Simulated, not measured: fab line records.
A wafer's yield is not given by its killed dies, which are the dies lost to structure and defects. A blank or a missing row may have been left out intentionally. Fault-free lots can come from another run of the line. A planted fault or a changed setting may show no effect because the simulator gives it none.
Split-lot study | flow n5-finfet | 7 lots, 21 wafers read, on a route of 1938 steps

ABOUT THE SPLIT
At N5_BEOL_M5_TRENCH_ETCH_37 (etches SiCOH lowk in C4F6/O2, target depth 71.652 nm, time 24.7 s), the setting bias-w was moved away from the recipe's 185 W on 5 of the 21 wafers read, by -16.1% to +17.3%. The other wafers ran this setting at the recipe's value.

The reading is taken at the split's own step.

THE READING
rf-vpp-V, in V, at N5_BEOL_M5_TRENCH_ETCH_37 (etches SiCOH lowk in C4F6/O2, target depth 71.652 nm, time 24.7 s). A value of 663 V with a standard deviation of 4.5 V is what fault-free wafers of this fab line usually give.

wafer  | tool, chamber at the split | bias-w as run, W | against the recipe | rf-vpp-V, V | against lot-mates on the recipe
L080.1 | rie-diel-05, 1             | 163.4            | -11.7%             | 597         | -66
L080.3 | rie-diel-05, 0             | 185              | recipe             | 666         | -
L080.6 | rie-diel-05, 1             | 185              | recipe             | 659         | -
L081.1 | rie-diel-06, 3             | 203.6            | +10.1%             | 709         | +46
L081.4 | rie-diel-06, 1             | 185              | recipe             | 662         | -
L081.6 | rie-diel-06, 0             | 185              | recipe             | 665         | -
L083.4 | rie-diel-06, 0             | 185              | recipe             | 663         | -
L083.5 | rie-diel-06, 1             | 185              | recipe             | 663         | -
L083.6 | rie-diel-06, 2             | 217              | +17.3%             | 759         | +96
L082.2 | rie-diel-06, 0             | 185              | recipe             | 663         | -
L082.4 | rie-diel-06, 1             | 185              | recipe             | 663         | -
L082.5 | rie-diel-06, 0             | 185              | recipe             | 662         | -
L089.2 | rie-diel-05, 0             | 185              | recipe             | 666         | -
L089.3 | rie-diel-05, 2             | 185              | recipe             | 669         | -
L089.4 | rie-diel-05, 3             | 185              | recipe             | 668         | -
L094.2 | rie-diel-05, 1             | 155.3            | -16.1%             | 571         | -88
L094.3 | rie-diel-05, 0             | 155.3            | -16.1%             | 581         | -78
L094.6 | rie-diel-05, 1             | 185              | recipe             | 659         | -
L093.1 | rie-diel-06, 2             | 185              | recipe             | 667         | -
L093.4 | rie-diel-06, 3             | 185              | recipe             | 656         | -
L093.5 | rie-diel-06, 1             | 185              | recipe             | 663         | -

FIT RESULTS
A straight line over all 21 wafers: rf-vpp-V changes by +5.4 V for each +1% of bias-w; r = +0.99; the points scatter about the line by 4.1 V.
The same after taking each lot's own level away (the mean of its wafers on the recipe; 21 wafers): +5.27 V for each +1%; r = +1.00; scatter 3.6 V.
On that fit, the largest move of bias-w shifts the reading by 91 V.
The span of the lots' own levels, 659.0 to 667.7 V, comes to 1.9 times the standard deviation stated above.
So the lot-to-lot level changes the slope little: the two slopes agree.
Check: for one of the wafers moved furthest among these (+17.3%), held out of the fit, the line's prediction against its lot-mates is +88.2 V. Against them it came out at +96 V.
Tool readings at the split's step, against how far the setting was moved: rf-vpp-V r = +0.99.

THE FILE'S OWN FIT
rf-vpp-V changes by +5.29 V for each +1% of bias-w, r = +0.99.
